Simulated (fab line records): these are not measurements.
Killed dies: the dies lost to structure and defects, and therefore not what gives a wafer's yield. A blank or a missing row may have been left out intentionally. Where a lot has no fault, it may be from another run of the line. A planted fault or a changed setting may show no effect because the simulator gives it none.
Chamber matching ; flow n5Finfet ; N5_BEOL_M9_STRIP_19 on rieDiel-03: 4 sister chambers
The step strips in O2. 4 wafers are shown with their chamber, then 8 later ones without.

## WAFERS WITH THEIR CHAMBER
wafer;chamber;showerheadPlenumPTorr (Torr)
L084.3;3;2.19
L085.1;0;2.08
L085.2;1;2.03
L087.3;2;1.99

## WAFERS WITH NO CHAMBER GIVEN
wafer;showerheadPlenumPTorr (Torr)
L087.5;2.08
L087.6;2.03
L093.1;2.19
L093.4;2.08
L093.5;2.08
L096.1;1.98
L096.3;2.08
L096.5;1.98

## WHICH CHAMBER EACH ONE RAN IN
wafer;from the rows above;in truth
L087.5;0;0
L087.6;1;1
L093.1;3;3
L093.4;0;0
L093.5;0;0
L096.1;2;2
L096.3;0;0
L096.5;2;2
Correctly placed: 8 of 8. Left unplaced by these rows: 0. 0 placed wrongly.
How it was worked out, from the rows above alone: a wafer's distance from a chamber is the root of the sum, over the readings, of the square of ((its reading less the chamber's mean) divided by the reading's scatter). If the next closest chamber is less than 2 further off than the closest, the wafer can't be placed; otherwise it belongs to the closest. A chamber's mean is the mean of its shown wafers. The scatter: with one shown wafer a chamber, the root of the mean of the squares of how far each hidden wafer lies from its nearest shown one.
